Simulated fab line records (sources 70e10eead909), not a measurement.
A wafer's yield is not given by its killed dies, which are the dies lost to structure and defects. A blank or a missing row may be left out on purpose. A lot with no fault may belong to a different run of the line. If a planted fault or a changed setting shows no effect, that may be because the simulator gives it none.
fab line records    flow nand_harc
[record] lots = 5  wafers = 15  last_day = 30
route steps=1302 shown A_BONDPAD@1219 HYBRID_BOND@1237 THIN_TSV@1244 END@1302
lots untouched by any fault: they come from a run of this same line in which no faults occurred
start_h: the number of hours between the record's first day and the start of the first shown wafer of the lot    wait_h: how many hours have passed since the lot's step before this one    " unchanged from the row above    L1.1+2: one row covering several wafers at once    - no value, or no start given    * or withheld: withheld    < > ~ a bound
route shown NAME@n: NAME is a module with steps in the file, n the number in the route of the first one    usual: mean and standard deviation over wafers with no fault    same: alike in all rows    chamber/n: place in a boat    sites: readings site by site    _std_site: the standard deviation of these    _edge_site: mean of outer sites minus mean of inner sites    radius_mm: for every site, how far away it sits from the centre of the wafer    mask NAME#n: copy n    behind: the tool/chamber that last shaped the wafer    hold: what put the lot on hold/how long, in hours/how the hold closed    device: the n, p or np transistor that did not switch    end of line: tests of these same wafers at the route's end    a step with no rows: only its recipe    killed: not the wafer's yield, but the dies lost to structure and defects at the first sort    map: a wafer's dies, x killed, . not, _ none there
set.NAME: the setting that was run; set.NAME@STEP: the one run at that earlier step    model.NAME: the simulator's own value behind a step, which no gauge read
lots seen at some steps along the route; tables by step, rows by wafer
services: when a tool's chamber went out of use (start_h, in hours from the record's first day, below 0 if earlier), for how many hours, and the reason
[[steps]]
[step NHARC_A_BONDPAD_ETCH_34]
[recipe] target_depth_a = 600  overetch_a = 180  time_s = 65.91  ion_energy_ev = 200  n2_flow_sccm = 150  h2_flow_sccm = 150  ar_flow_sccm = 0  rf_w = 400  bias_w = 150  chemistry = N2/H2
[usual] drypump_motor_current_A = 5.7/0.43  mfc_ar_sccm = 0.015/0.014  oes_product_au = 1.004/0.01  rf_vpp_V = 430.6/2.6  showerhead_plenum_p_Torr = 2.04/0.093  throttle_valve_pct = 14.172/0.0093
lot.wafer  tool         chamber  start_h  wait_h  drypump_motor_current_A  mfc_ar_sccm  oes_product_au  rf_hours_counter_h  rf_vpp_V  showerhead_plenum_p_Torr  throttle_valve_pct
L943.2     rie_diel-05  0        538.31   0.1     6.1                      0            0.985           21                  436.1     2.17                      14.180
L943.3     "            2        "        "       6.5                      0            1.000           20                  425.5     1.88                      14.179
L943.6     "            1        "        "       5.8                      0.008        1.015           -                   427.8     1.90                      14.180
L950.1     rie_diel-03  1        616.51   0.1     6.1                      0.032        0.981           4                   431.8     2.11                      14.173
L950.4     "            2        "        "       5.9                      0            1.007           2                   433.2     2.14                      14.175
L950.3     "            0        "        "       5.5                      0.008        0.988           3                   427.6     1.94                      14.170
L953.4     rie_diel-03  3        652.93   0.1     5.1                      0.033        1.011           0                   431.1     2.05                      14.166
L953.2     "            1        "        "       6.1                      0.032        1.012           0                   431.6     2.11                      14.181
L953.5     "            3        "        "       5.1                      0.033        1.010           -                   431.6     2.05                      14.178
L955.1     rie_diel-05  2        666.83   0.1     6.4                      0            0.999           16                  434.1     2.21                      14.170
L955.3     "            3        "        "       5.4                      0.023        1.006           16                  428.4     1.92                      14.178
L955.6     "            3        "        "       5.4                      0.023        1.012           -                   428.3     1.92                      14.162
L958.1     rie_diel-03  2        684.88   0.1     5.9                      0            1.019           1                   431.8     2.14                      14.169
L958.4     "            0        "        "       5.5                      0.008        1.015           1                   426.1     1.94                      14.197
L958.5     "            3        "        "       5.1                      0.033        0.987           -                   430.9     2.05                      14.178
[step NHARC_A_BONDPAD_ETCH_12]
[recipe] target_depth_a = 2200  time_s = 110  chf3_flow_sccm = 50  o2_flow_sccm = 10  ar_flow_sccm = 200  rf_w = 500  bias_w = 200  chemistry = CHF3/O2
[usual] drypump_motor_current_A = 5.7/0.43  mfc_ar_sccm = 200.0/0.61  oes_product_au = 0.946/0.024  rf_vpp_V = 370.4/2.3  showerhead_plenum_p_Torr = 2.39/0.1  throttle_valve_pct = 20.573/0.0086
lot.wafer  tool         chamber  start_h  wait_h  drypump_motor_current_A  mfc_ar_sccm  oes_product_au  rf_hours_counter_h  rf_vpp_V  showerhead_plenum_p_Torr  throttle_valve_pct
L943.2     rie_diel-05  2        -        -       6.5                      199.6        0.926           21                  367.8     2.23                      20.571
L943.3     "            0        "        "       6.1                      198.6        0.912           21                  373.3     2.54                      20.577
L943.6     "            3        "        "       5.4                      198.7        0.921           -                   368.2     2.28                      20.561
L950.4     rie_diel-03  0        -        -       5.5                      200.5        0.939           4                   367.9     2.30                      20.566
L950.1     "            2        "        "       5.8                      198.9        0.961           2                   371.7     2.51                      20.563
L950.3     "            3        "        "       5.1                      199.3        0.970           3                   368.9     2.41                      20.566
L953.2     rie_diel-03  0        -        -       5.5                      200.4        0.971           0                   368.1     2.30                      20.579
L953.4     "            3        "        "       5.1                      200.2        0.978           0                   372.1     2.41                      20.572
L953.5     "            1        "        "       6.1                      200.0        0.970           -                   373.7     2.47                      20.595
L955.3     rie_diel-05  0        -        -       6.1                      199.4        0.932           17                  374.9     2.53                      20.584
L955.1     "            3        "        "       5.4                      200.1        0.940           16                  368.3     2.27                      20.567
L955.6     "            0        "        "       6.1                      200.4        0.921           -                   372.2     2.53                      20.563
L958.1     rie_diel-03  1        -        -       6.1                      199.0        0.986           1                   372.1     2.47                      20.578
L958.4     "            2        "        "       5.8                      200.7        0.993           1                   373.0     2.51                      20.570
L958.5     "            3        "        "       5.1                      200.4        0.955           -                   372.4     2.41                      20.578
[step NHARC_A_BONDPAD_CD_MEAS_13]
[usual] cd_nm = 499.5/2.3
lot.wafer  tool       chamber  start_h  wait_h  cd_nm
L943.2     cd_sem-03  -        538.55   -       497.5
L943.3     "          -        "        "       496.3
L943.6     "          -        "        "       494.5
L950.1     cd_sem-01  -        616.74   -       499.0
L950.3     "          -        "        "       498.3
L950.4     "          -        "        "       497.6
L953.2     cd_sem-03  -        653.16   -       501.4
L953.4     "          -        "        "       501.8
L953.5     "          -        "        "       502.3
L955.1     cd_sem-02  -        667.06   -       500.7
L955.3     "          -        "        "       498.6
L955.6     "          -        "        "       498.1
L958.1     cd_sem-01  -        685.12   -       503.8
L958.4     "          -        "        "       502.0
L958.5     "          -        "        "       502.3
[step NHARC_A_BONDPAD_STRIP_15]
[recipe] o2_flow_sccm = 500  ar_flow_sccm = 0  bias_w = 0  chemistry = O2
[step NHARC_A_BONDPAD_ETCH_24]
[recipe] target_depth_a = 300  over_etch_frac = 0.3  time_s = 72.99  ion_energy_ev = 150  cf4_flow_sccm = 50  n2_flow_sccm = 100  ar_flow_sccm = 150  rf_w = 300  bias_w = 100  chemistry = CF4/N2
[step NHARC_A_BONDPAD_STRIP_16]
[recipe] time_s = 600  temp_c = 30  chemistry = post_etch_residue_remover
[step NHARC_A_BONDPAD_DEGAS_25]
[recipe] temp_c = 300  time_s = 60
[usual] heater_power_w = 475/40
lot.wafer  tool            chamber  start_h  wait_h  heater_power_w
L943.3     pvd_sputter-02  -        539.18   -       512
L943.2     "               -        "        "       423
L943.6     "               -        "        "       459
L950.1     pvd_sputter-01  -        617.41   -       543
L950.4     "               -        "        "       473
L950.3     "               -        "        "       457
L953.4     pvd_sputter-03  -        653.78   -       520
L953.2     "               -        "        "       456
L953.5     "               -        "        "       454
L955.1     pvd_sputter-03  -        667.69   -       520
L955.3     "               -        "        "       500
L955.6     "               -        "        "       537
L958.1     pvd_sputter-02  -        685.74   -       539
L958.4     "               -        "        "       421
L958.5     "               -        "        "       394
[step NHARC_A_BONDPAD_PRE_CLEAN_26]
[recipe] time_s = 30  temp_c = 280  gas = H2/He
[step NHARC_A_BONDPAD_PVD_17]
[recipe] target_thk_a = 50  bias_v = 168.6  power_w = 15000  chamber_pressure_pa = 0.12  time_s = 8.06  substrate_temp_c = 50  material = TaN
[step NHARC_A_BONDPAD_PVD_27]
[recipe] target_thk_a = 300  chamber_pressure_pa = 5  power_w = 5000  substrate_temp_c = 30  time_s = 20.49  material = Cu
[step NHARC_A_BONDPAD_ECD_18]
[recipe] target_thk_a = 4000  bath_temp_c = 25  material = Cu
[step NHARC_A_BONDPAD_ANNEAL_28]
[recipe] temp_c = 225  time_s = 90
[usual] anneal_temp_c_max = 226.25/0.28  wafer_temp_C_max = 226.1/0.47
lot.wafer  tool           chamber  start_h  wait_h  anneal_temp_c_max  wafer_temp_C_max
L943.2     rtp_anneal-02  0        539.96   0.3     226.18             226.4
L943.3     "              0        "        "       226.34             225.9
L943.6     "              0        "        "       226.36             227.2
L950.1     rtp_anneal-02  0        618.15   -       226.16             226.6
L950.3     "              0        "        "       226.25             226.2
L950.4     "              0        "        "       226.54             226.8
L953.2     rtp_anneal-02  0        654.57   -       225.75             226.8
L953.4     "              0        "        "       225.90             226.2
L953.5     "              0        "        "       226.10             226.1
L955.1     rtp_anneal-01  0        668.43   -       226.20             225.6
L955.3     "              0        "        "       226.46             225.5
L955.6     "              0        "        "       226.04             225.8
L958.1     rtp_anneal-02  0        686.47   -       226.02             226.5
L958.4     "              0        "        "       225.87             226.2
L958.5     "              0        "        "       226.13             227.1
[step NHARC_A_BONDPAD_CMP_19]
[recipe] t_overpolish_s = 30  cu_recess_touch_s = 16  target_thk_nm = 169.82
[usual] motor_current_A = 12.3/1.6  overpolish_run_s = 30.000/0.0093
[same] cu_recess_touch_s = 16
lot.wafer  tool    chamber  start_h  wait_h  motor_current_A  overpolish_run_s
L943.3     cmp-01  2        540.25   -       10.0             30.012
L943.2     "       0        "        "       12.0             29.980
L943.6     "       2        "        "       10.4             30.011
L950.4     cmp-01  0        618.50   -       12.4             30.002
L950.3     "       1        "        "       12.5             30.005
L950.1     "       3        "        "       15.8             30.000
L953.4     cmp-02  0        654.89   -       10.8             29.997
L953.2     "       2        "        "       13.1             30.016
L953.5     "       3        "        "       12.3             29.999
L955.3     cmp-02  2        668.78   -       13.9             30.004
L955.1     "       0        "        "       10.8             30.011
L955.6     "       2        "        "       13.7             30.009
L958.1     cmp-02  3        686.84   -       12.2             30.001
L958.4     "       1        "        "       12.4             30.002
L958.5     "       3        "        "       12.7             29.999
[step NHARC_A_BONDPAD_THK_MEAS_20]
[recipe] thk_meas_gauge = xrf
[usual] thk_nm = 169.7/1.4
lot.wafer  tool           chamber  start_h  wait_h  thk_nm
L943.2     film_metro-02  -        540.57   -       171.3
L943.3     "              -        "        "       169.8
L943.6     "              -        "        "       170.9
L950.1     film_metro-01  -        618.82   -       171.9
L950.3     "              -        "        "       167.2
L950.4     "              -        "        "       172.1
L953.2     film_metro-02  -        655.18   -       170.4
L953.4     "              -        "        "       169.2
L953.5     "              -        "        "       169.2
L955.1     film_metro-01  -        669.10   -       170.5
L955.3     "              -        "        "       167.5
L955.6     "              -        "        "       169.2
L958.1     film_metro-02  -        687.14   -       169.2
L958.4     "              -        "        "       167.9
L958.5     "              -        "        "       169.9
[step NHARC_A_BONDPAD_SRD_21]
[recipe] time_s = 30  temp_c = 23  dry_time_s = 20  spin_rpm = 1500
[step NHARC_A_BONDPAD_INSPECT_23]
[usual] raw_defect_count = 554/140
lot.wafer  tool               chamber  start_h  wait_h  raw_defect_count
L943.2     defect_inspect-01  -        540.78   0.0     877
L943.3     "                  -        "        "       590
L943.6     "                  -        "        "       804
L950.1     defect_inspect-02  -        619.05   0.0     330
L950.3     "                  -        "        "       375
L950.4     "                  -        "        "       494
L953.2     defect_inspect-01  -        655.41   0.0     397
L953.4     "                  -        "        "       501
L953.5     "                  -        "        "       538
L955.1     defect_inspect-02  -        669.32   0.0     446
L955.3     "                  -        "        "       535
L955.6     "                  -        "        "       570
L958.1     defect_inspect-01  -        687.34   0.0     797
L958.4     "                  -        "        "       734
L958.5     "                  -        "        "       779
[step NHARC_HYBRID_BOND_ACTIVATE_00]
[recipe] time_s = 60  n2_flow_sccm = 200  ar_flow_sccm = 0  bias_power_w = 0  chemistry = N2
[usual] drypump_motor_current_A = 5.7/0.5  mfc_ar_sccm = 0.006/0.008  oes_product_au = 0.998/0.0097  rf_vpp_V = 63.9/0.87  showerhead_plenum_p_Torr = 1.73/0.081
lot.wafer  tool         chamber  start_h  wait_h  drypump_motor_current_A  mfc_ar_sccm  oes_product_au  rf_hours_counter_h  rf_vpp_V  showerhead_plenum_p_Torr
L943.3     rie_diel-01  1        540.85   0.1     6.5                      0            0.993           14                  66.3      1.86
L943.2     "            3        "        "       5.2                      0            0.985           13                  63.6      1.72
L943.6     "            1        "        "       6.5                      0            0.995           -                   64.7      1.86
L950.1     rie_diel-01  3        619.13   0.1     5.2                      0            1.000           4                   64.6      1.72
L950.3     "            0        "        "       5.1                      0.013        1.005           4                   63.0      1.64
L950.4     "            1        "        "       6.5                      0            1.004           4                   64.3      1.86
L953.2     rie_diel-01  3        655.48   0.1     5.2                      0            0.993           7                   64.3      1.72
L953.4     "            1        "        "       6.5                      0            1.003           8                   64.5      1.86
L953.5     "            3        "        "       5.3                      0            0.991           -                   63.7      1.72
L955.3     rie_diel-01  1        669.38   0.1     6.5                      0            0.999           10                  64.6      1.86
L955.1     "            3        "        "       5.3                      0            0.988           9                   64.1      1.72
L955.6     "            1        "        "       6.5                      0            1.004           -                   64.7      1.86
L958.1     rie_diel-10  0        687.41   0.1     5.6                      0            1.023           22                  63.2      1.91
L958.4     "            2        "        "       6.0                      0            1.012           25                  63.8      1.81
L958.5     "            0        "        "       5.6                      0            1.019           -                   64.9      1.91
[step NHARC_HYBRID_BOND_PRECLEAN_01]
[recipe] time_s = 300  temp_c = 23  chemistry = DIW
[step NHARC_HYBRID_BOND_SRD_02]
[recipe] time_s = 30  temp_c = 23  dry_time_s = 20  spin_rpm = 1500
[step NHARC_HYBRID_BOND_BOND_03]
[recipe] temp_c = 25
[step NHARC_HYBRID_BOND_ANNEAL_04]
[recipe] temp_c = 300  time_s = 7200  ramp_up_c_per_min = 5  ramp_down_c_per_min = 3  idle_temp_c = 100  pressure_atm = 1
[step NHARC_HYBRID_BOND_OVL_MEAS_05]
[usual] overlay_x_nm = 4/32  overlay_y_nm = 5/31
lot.wafer  tool        chamber  start_h  wait_h  overlay_x_nm  overlay_y_nm
L943.2     overlay-02  -        550.29   0.4     20            15
L943.3     "           -        "        "       14            -28
L943.6     "           -        "        "       7             11
L950.1     overlay-02  -        627.61   0.4     -10           25
L950.3     "           -        "        "       8             5
L950.4     "           -        "        "       10            -50
L953.2     overlay-02  -        664.80   0.4     16            -12
L953.4     "           -        "        "       -2            19
L953.5     "           -        "        "       42            20
L955.1     overlay-01  -        678.86   0.4     38            -4
L955.3     "           -        "        "       -44           16
L955.6     "           -        "        "       -23           36
L958.1     overlay-02  -        696.86   0.4     -8            -4
L958.4     "           -        "        "       43            7
L958.5     "           -        "        "       43            -7
[step NHARC_THIN_TSV_GRIND_00]
[recipe] target_thk_um = 6
[step NHARC_THIN_TSV_CMP_01]
[recipe] target_thk_um = 3
[step NHARC_THIN_TSV_THK_MEAS_02]
[recipe] thk_meas_gauge = ir
[usual] thk_nm = 3029/230
lot.wafer  tool           chamber  start_h  wait_h  thk_nm
L943.2     film_metro-02  -        551.99   0.2     3441
L943.3     "              -        "        "       2919
L943.6     "              -        "        "       3236
L950.1     film_metro-02  -        629.30   -       2926
L950.3     "              -        "        "       2982
L950.4     "              -        "        "       2927
L953.2     film_metro-01  -        666.47   -       2842
L953.4     "              -        "        "       2966
L953.5     "              -        "        "       2835
L955.1     film_metro-02  -        680.56   -       3700
L955.3     "              -        "        "       3481
L955.6     "              -        "        "       3280
L958.1     film_metro-02  -        698.54   -       3129
L958.4     "              -        "        "       2980
L958.5     "              -        "        "       3157
[step NHARC_THIN_TSV_SRD_03]
[step NHARC_THIN_TSV_PRECLEAN_41]
[recipe] time_s = *  temp_c = 50  bath_age_min = 0  chemistry = SC1
[step NHARC_THIN_TSV_SRD_42]
[step NHARC_THIN_TSV_DEP_43]
[recipe] target_thk_a = 13285  temp_c = withheld  pressure_torr = 6.5  rf_w = 900  teos_flow_sccm = 161.4  flow_sccm = 2650  target_thk_nm = 1328.5  gas = O2  material = SiO2
[step NHARC_THIN_TSV_DEHYDRATE_04]
[recipe] temp_c = 150  time_s = 120
[step NHARC_THIN_TSV_HMDS_05]
[recipe] time_s = 30
[step NHARC_THIN_TSV_COAT_06]
[recipe] spin_rpm = *
[step NHARC_THIN_TSV_SOFTBAKE_07]
[recipe] temp_c = 122  time_s = 95
[step NHARC_THIN_TSV_EBR_08]
[step NHARC_THIN_TSV_EXPOSE_09]
[recipe] na = 0.55  dose_mj = 30.7  mask_id = TSV
[step NHARC_THIN_TSV_PEB_10]
[recipe] peb_temp_c = 118  peb_time_s = 85
[step NHARC_THIN_TSV_DEVELOP_11]
[recipe] time_s = 70
[step NHARC_THIN_TSV_CD_MEAS_12]
[recipe] target_cd_nm = 1000  landing_energy_ev = 500
[usual] cd_nm = 999.7/1.8
lot.wafer  tool       chamber  start_h  wait_h  cd_nm
L943.2     cd_sem-03  0        553.05   -       1000.4
L943.3     "          0        "        "       1001.1
L943.6     "          0        "        "       1001.8
L950.1     cd_sem-03  0        630.27   -       999.6
L950.3     "          0        "        "       997.2
L950.4     "          0        "        "       999.5
L953.2     cd_sem-03  0        667.42   -       997.7
L953.4     "          0        "        "       999.3
L953.5     "          0        "        "       996.7
L955.1     cd_sem-02  0        681.62   -       999.0
L955.3     "          0        "        "       998.6
L955.6     "          0        "        "       996.0
L958.1     cd_sem-01  0        699.47   -       998.1
L958.4     "          0        "        "       999.5
L958.5     "          0        "        "       998.1
[step NHARC_THIN_TSV_HARDBAKE_13]
[recipe] temp_c = 125  time_s = 80
[step NHARC_END_SORT_01]
[recipe] temp_c = 25
[usual] defect_limited_yield = 91.1/2.7  killed_at_array = 55/19  killed_at_other = 0.6/0.99  killed_at_periphery = 4.2/2.6  killed_dies = 60/18  killed_open = 3.4/1.7  killed_short = 2.3/1.5
[same] gross_dies = 677
lot.wafer  tool       chamber  start_h  wait_h  defect_limited_yield[%]  killed_at_array  killed_at_other  killed_at_periphery  killed_dies  killed_open  killed_short
L943.2     prober-01  0        571.79   2.8     88.3                     77               0                2                    79           3            4
L943.3     prober-01  0        572.59   3.1     90.0                     65               0                3                    68           4            2
L943.6     prober-01  0        574.98   4.0     89.5                     67               0                4                    71           2            7
L950.1     prober-01  0        645.41   2.5     93.2                     36               0                10                   46           6            1
L950.3     prober-01  0        647.01   3.1     92.5                     43               1                7                    51           2            0
L950.4     prober-01  0        647.81   3.4     94.2                     28               0                11                   39           4            3
L953.2     prober-02  0        683.16   2.8     95.3                     24               3                5                    32           6            1
L953.4     prober-02  0        684.77   3.4     95.0                     28               3                3                    34           4            3
L953.5     prober-02  0        685.58   3.7     93.9                     32               2                7                    41           5            4
L955.1     prober-01  0        696.51   2.5     90.3                     63               1                2                    66           3            2
L955.3     prober-01  0        698.11   3.1     89.4                     68               0                4                    72           5            1
L955.6     prober-01  0        700.51   4.0     88.5                     76               0                2                    78           6            4
L958.1     prober-01  0        715.14   2.5     55.2                     299              2                2                    303          0            2
L958.4     prober-01  0        717.54   3.4     54.2                     307              2                1                    310          3            1
L958.5     prober-01  0        718.34   3.7     52.7                     317              1                2                    320          5            2
// killed by level:class
L943.2 A_CHANNEL_HOLE_D2:chamber_film_flake=38 A_SLIT:chamber_film_flake=22 A_SGD_CUT:chamber_film_flake=5 A_M0:chamber_film_flake=3 A_CHANNEL_HOLE_D2:geometric_particle:open=2 A_CHANNEL_HOLE_D1:geometric_particle:short=1 A_SGD_CUT:geometric_particle:short=1 A_WL_FILL:geometric_particle:short=1
L943.3 A_SLIT:chamber_film_flake=28 A_CHANNEL_HOLE_D2:chamber_film_flake=24 A_SGD_CUT:chamber_film_flake=3 A_M0:chamber_film_flake=2 P_CONTACT:geometric_particle:short=1 P_CONTACT:geometric_particle:open=1 A_ONON_D2:geometric_particle:short=1 A_CHANNEL_FILL_D2:geometric_particle:open=1
L943.6 A_CHANNEL_HOLE_D2:chamber_film_flake=23 A_SLIT:chamber_film_flake=19 A_STAIRCASE:chamber_film_flake=4 A_SGD_CUT:chamber_film_flake=4 A_SGD_CUT:geometric_particle:short=2 A_WL_FILL:geometric_particle:short=2 A_CHANNEL_HOLE_D1:chamber_film_flake=2 A_CHANNEL_FILL_D2:chamber_film_flake=2
L950.1 A_CHANNEL_HOLE_D2:chamber_film_flake=10 A_CONTACT:chamber_film_flake=9 P_GATE:chamber_film_flake=6 A_STAIRCASE:chamber_film_flake=5 A_SLIT:chamber_film_flake=4 P_ZERO_WELL:chamber_film_flake=2 P_CONTACT:geometric_particle:open=1 P_BONDPAD:geometric_particle:open=1
L950.3 A_CHANNEL_HOLE_D2:chamber_film_flake=19 A_STAIRCASE:chamber_film_flake=9 A_CHANNEL_HOLE_D1:chamber_film_flake=6 A_CONTACT:chamber_film_flake=4 A_SLIT:chamber_film_flake=3 P_GATE:chamber_film_flake=2 P_CONTACT:chamber_film_flake=2 P_BONDPAD:chamber_film_flake=2
L950.4 A_CHANNEL_HOLE_D2:chamber_film_flake=12 A_STAIRCASE:chamber_film_flake=7 P_GATE:chamber_film_flake=3 A_CHANNEL_HOLE_D1:chamber_film_flake=3 P_ZERO_WELL:chamber_film_flake=2 P_CONTACT:chamber_film_flake=2 P_STI:geometric_particle:open=1 P_CONTACT:geometric_particle:short=1
L953.2 A_CHANNEL_HOLE_D1:chamber_film_flake=5 A_STAIRCASE:chamber_film_flake=5 A_CONTACT:chamber_film_flake=3 THIN_TSV:chamber_film_flake=3 P_M0:geometric_particle:open=2 P_M0:chamber_film_flake=2 A_SLIT:chamber_film_flake=2 A_CHANNEL_HOLE_D2:geometric_particle:open=1
L953.4 A_CHANNEL_HOLE_D1:chamber_film_flake=5 A_STAIRCASE:chamber_film_flake=5 A_CONTACT:chamber_film_flake=5 A_M0:geometric_particle:open=2 A_SLIT:chamber_film_flake=2 A_WL_FILL:chamber_film_flake=2 A_BONDPAD:chamber_film_flake=2 THIN_TSV:chamber_film_flake=2
L953.5 A_CHANNEL_HOLE_D1:chamber_film_flake=10 A_STAIRCASE:chamber_film_flake=4 A_WL_FILL:chamber_film_flake=4 A_CHANNEL_FILL_D1:chamber_film_flake=3 A_CONTACT:chamber_film_flake=3 P_M0:chamber_film_flake=2 A_SLIT:chamber_film_flake=2 P_CONTACT:geometric_particle:open=1
L955.1 A_CHANNEL_HOLE_D1:chamber_film_flake=30 A_CHANNEL_HOLE_D2:chamber_film_flake=19 A_M0:chamber_film_flake=3 A_SLIT:chamber_film_flake=2 A_DECK1_JOINT:chamber_film_flake=2 P_M0:geometric_particle:open=1 A_DECK1_JOINT:geometric_particle:short=1 A_ONON_D2:geometric_particle:short=1
L955.3 A_CHANNEL_HOLE_D1:chamber_film_flake=36 A_CHANNEL_HOLE_D2:chamber_film_flake=16 A_WL_FILL:chamber_film_flake=5 A_M0:chamber_film_flake=4 P_M0:geometric_particle:open=3 A_CHANNEL_FILL_D2:chamber_film_flake=2 A_SGD_CUT:chamber_film_flake=2 P_CONTACT:geometric_particle:open=1
L955.6 A_CHANNEL_HOLE_D1:chamber_film_flake=34 A_CHANNEL_HOLE_D2:chamber_film_flake=17 A_SLIT:chamber_film_flake=5 A_ONON_D2:geometric_particle:open=3 A_CONTACT:chamber_film_flake=3 A_WL_FILL:geometric_particle:short=2 P_ZERO_WELL:chamber_film_flake=2 A_M0:chamber_film_flake=2
L958.1 A_BONDPAD:unspecified=253 A_SLIT:chamber_film_flake=21 A_CHANNEL_HOLE_D1:chamber_film_flake=19 A_CONTACT:chamber_film_flake=3 P_CONTACT:geometric_particle:short=1 STARTING-WAFER:geometric_particle:short=1 P_GATE:chamber_film_flake=1 A_CHANNEL_FILL_D1:chamber_film_flake=1
L958.4 A_BONDPAD:unspecified=250 A_SLIT:chamber_film_flake=27 A_CHANNEL_HOLE_D1:chamber_film_flake=20 A_CONTACT:chamber_film_flake=4 A_ONON_D1:geometric_particle:open=2 THIN_TSV:chamber_film_flake=2 P_GATE:geometric_particle:open=1 A_WL_FILL:geometric_particle:short=1
L958.5 A_BONDPAD:unspecified=254 A_SLIT:chamber_film_flake=31 A_CHANNEL_HOLE_D1:chamber_film_flake=23 A_STAIRCASE:chamber_film_flake=2 A_CONTACT:chamber_film_flake=2 P_ZERO_WELL:geometric_particle:open=1 P_GATE:geometric_particle:short=1 A_DECK1_JOINT:geometric_particle:open=1
// map L958.5 (x killed, . not)
____________.____________
_________.....x._________
_______.x.xx..x.xx_______
______x...xxx..x..x______
_____xx.x.x..xxx.xx._____
____.......xxx.......____
____.....x.x..x....x.____
___x.x..xxx..x..x.x...___
___..xx.....x..xx.xxxx___
__x.xxx...x.......x..x.__
__x..x...x.x.....xx..x.__
_...xx..xx.x.xx.xxx.x..x_
_..x.x..x..x.xx.x..xx..._
_.x.xxx.x.x...........x._
_xx.....x...x...x.xxx.x._
_xxx.x..xx..x....xx.x..x_
xxx..x.xx....x..x.x...x..
xx.xxxxx.....x.xx.xx...x.
xxx.xxxxxx.xx..x.xxx....x
xxxxx..x.x...x.xxxx.x..x.
xxxx.xxxx.xxxx....x..xxx.
_xxx.x..x......xx....x.._
_x.xxx...x.xx....xxxx.xx_
_x.xx.x.xxxx...xx..xx..._
_....xxxx...x...x...xxx._
_x...x..x.x.x.x.xxx..x.x_
__x..xx..xxx...x.x.xx.x__
__..x.x...x.x..xxx..xx.__
___x..xx.x..x..x.xxx.x___
___x.xx..x.x.xx.x..x.x___
____....xxxxxx....xxx____
____.x.x.xxxxxx..x..x____
_____.xxxxxxxx..x.xx_____
______.xxxxx.xxxxx.______
_______xxxx.x....._______
_________xxx.x.._________
____________x____________
// map L955.6 (x killed, . not)
____________x____________
_________......._________
_______.......x..._______
______x.....x......______
_____..............._____
____...........x.....____
____.................____
___..x..x........x....___
___...........x.x.....___
__.....x....x...xx.....__
__x.x.......x...x......__
_............x.x.xxxx..._
_............x.xxxxx...._
_..............xx.x....._
_.............x.xxx....._
_.............x.x......._
x..............x.x.......
.xx.........x..xxxx......
.x...........x...x.......
x.x............x.........
.........................
_......................._
_.....x................._
_......................._
_.x....................._
_......................x_
__.....................__
__........x............__
___...................___
___.x....x.x..........___
____.x..x............____
____........x........____
_____....xxxx......._____
______x...xx.x....x______
_______..xxxx....._______
_________......._________
____________.____________
[[services]]
tool            chamber  start_h  hours  kind
rie_diel-03     0        516.30   -      clean
cmp-01          -        523.48   0.5    repair
cmp-02          -        526.50   4.0    pm
pvd_sputter-03  -        532.05   10.0   pm
cmp-02          -        534.16   3.2    repair
pvd_sputter-01  -        537.01   4.0    repair
cmp-01          -        556.16   0.9    repair
rie_diel-01     -        558.12   9.0    pm
rie_diel-03     2        560.39   14.7   repair
cmp-02          -        563.60   1.3    repair
cmp-02          -        570.97   6.9    repair
pvd_sputter-01  -        583.23   10.0   pm
rie_diel-05     -        583.65   9.0    pm
cmp-01          -        588.47   4.0    pm
rie_diel-01     0        596.18   2.5    repair
rie_diel-10     -        596.69   9.0    pm
pvd_sputter-02  -        617.40   8.5    repair
rie_diel-05     0        617.74   2.8    repair
cmp-02          -        624.50   4.0    pm
rie_diel-03     -        635.30   9.0    pm
pvd_sputter-02  -        638.80   10.0   pm
rie_diel-03     -        644.40   0.2    repair
rie_diel-03     -        680.59   0.4    repair
cmp-01          -        686.47   4.0    pm
[[key]]
[first_sign] step = NHARC_END_SORT_01  reading = defect_limited_yield  direction = down  sigmas = 14  usual = 91.1  struck = 54.1
[effect] step = NHARC_END_SORT_01  reading = killed_dies  direction = up  sigmas = 14  usual = 60  struck = 311
[more_kills_born_at] NHARC_A_BONDPAD_CMP_19@cmp-02 = 757
met_at NHARC_A_BONDPAD_CMP_19
struck_wafers L958.1,L958.4,L958.5
onset_between 668.78 686.84
also_fits time
[fault] kind = chamber_particle_source  tool = cmp-02  chamber = -  onset_h = 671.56  steps = NHARC_A_BONDPAD_CMP_19  rate_per_visit_cm2 = 0.54687  end_h = 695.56
